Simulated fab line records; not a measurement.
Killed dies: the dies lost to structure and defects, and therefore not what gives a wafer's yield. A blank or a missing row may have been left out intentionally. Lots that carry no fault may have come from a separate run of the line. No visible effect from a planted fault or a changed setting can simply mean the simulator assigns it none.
Matching of chambers + flow n5_finfet + N5_MOL_CONTACT_COAG_VIA_ETCH_117 on rie_diel-05 has 4 sister chambers
The step etches SiO2 in C4F6/O2, target depth 40 nm, overetch 8 nm, time 26 s. 18 wafers are shown with their chamber, then 9 later ones without.

## EACH WAFER AND ITS CHAMBER
| wafer  | chamber | throttle_valve_pct (%) | rf_vpp_V (V) | showerhead_plenum_p_Torr (Torr) |
|--------|---------|------------------------|--------------|---------------------------------|
| L074.2 | 3       | 40.3                   | 1560         | 2.91                            |
| L074.4 | 1       | 41.0                   | 1585         | 2.79                            |
| L074.5 | 0       | 40.8                   | 1551         | 2.70                            |
| L080.3 | 0       | 40.8                   | 1551         | 2.69                            |
| L080.4 | 3       | 40.3                   | 1558         | 2.90                            |
| L080.6 | 3       | 40.3                   | 1560         | 2.90                            |
| L081.3 | 2       | 42.0                   | 1562         | 2.63                            |
| L081.4 | 1       | 41.0                   | 1586         | 2.78                            |
| L081.6 | 1       | 41.0                   | 1584         | 2.78                            |
| L083.2 | 1       | 41.0                   | 1585         | 2.78                            |
| L083.5 | 3       | 40.3                   | 1559         | 2.90                            |
| L083.6 | 2       | 41.9                   | 1564         | 2.63                            |
| L086.1 | 2       | 42.0                   | 1563         | 2.62                            |
| L086.2 | 1       | 41.0                   | 1585         | 2.78                            |
| L086.6 | 3       | 40.3                   | 1558         | 2.90                            |
| L088.2 | 3       | 40.3                   | 1558         | 2.89                            |
| L088.5 | 0       | 40.8                   | 1551         | 2.69                            |
| L088.6 | 1       | 41.0                   | 1584         | 2.77                            |

SIGNATURES (means of the wafers above)
| reading                  | chamber 0 | chamber 1 | chamber 2 | chamber 3 | scatter within a chamber |
|--------------------------|-----------|-----------|-----------|-----------|--------------------------|
| throttle_valve_pct       | 40.800    | 41.000    | 41.967    | 40.300    | 0.0218                   |
| rf_vpp_V                 | 1551.00   | 1584.83   | 1563.00   | 1558.83   | 0.831                    |
| showerhead_plenum_p_Torr | 2.6933    | 2.7800    | 2.6267    | 2.9000    | 0.00617                  |
Rule: distance of a wafer from a chamber = root of the sum over the readings of ((wafer's reading minus chamber's mean) / reading's scatter) squared. The wafer belongs to the nearest chamber; if the next one is less than 2 further off, it can't be placed. The scatter is the square root of a quotient: the sum, over the shown wafers, of each reading's squared deviation from its chamber's mean, divided by wafers minus chambers.

## WAFERS WITH NO CHAMBER GIVEN
| wafer  | throttle_valve_pct (%) | rf_vpp_V (V) | showerhead_plenum_p_Torr (Torr) |
|--------|------------------------|--------------|---------------------------------|
| L089.1 | 40.3                   | 1557         | 2.89                            |
| L089.4 | 41.0                   | 1584         | 2.77                            |
| L089.6 | 40.8                   | 1550         | 2.68                            |
| L090.1 | 42.0                   | 1562         | 2.62                            |
| L090.3 | 40.3                   | 1559         | 2.89                            |
| L090.5 | 40.3                   | 1557         | 2.89                            |
| L092.2 | 41.0                   | 1585         | 2.77                            |
| L092.4 | 40.3                   | 1557         | 2.89                            |
| L092.6 | 41.0                   | 1585         | 2.77                            |

## EACH ONE'S CHAMBER
| wafer  | from the rows above | in truth |
|--------|---------------------|----------|
| L089.1 | 3                   | 3        |
| L089.4 | 1                   | 1        |
| L089.6 | 0                   | 0        |
| L090.1 | 2                   | 2        |
| L090.3 | 3                   | 3        |
| L090.5 | 3                   | 3        |
| L092.2 | 1                   | 1        |
| L092.4 | 3                   | 3        |
| L092.6 | 1                   | 1        |
Correct placement for 9 of the 9. Not placeable from these rows: 0. Placed wrongly: 0.
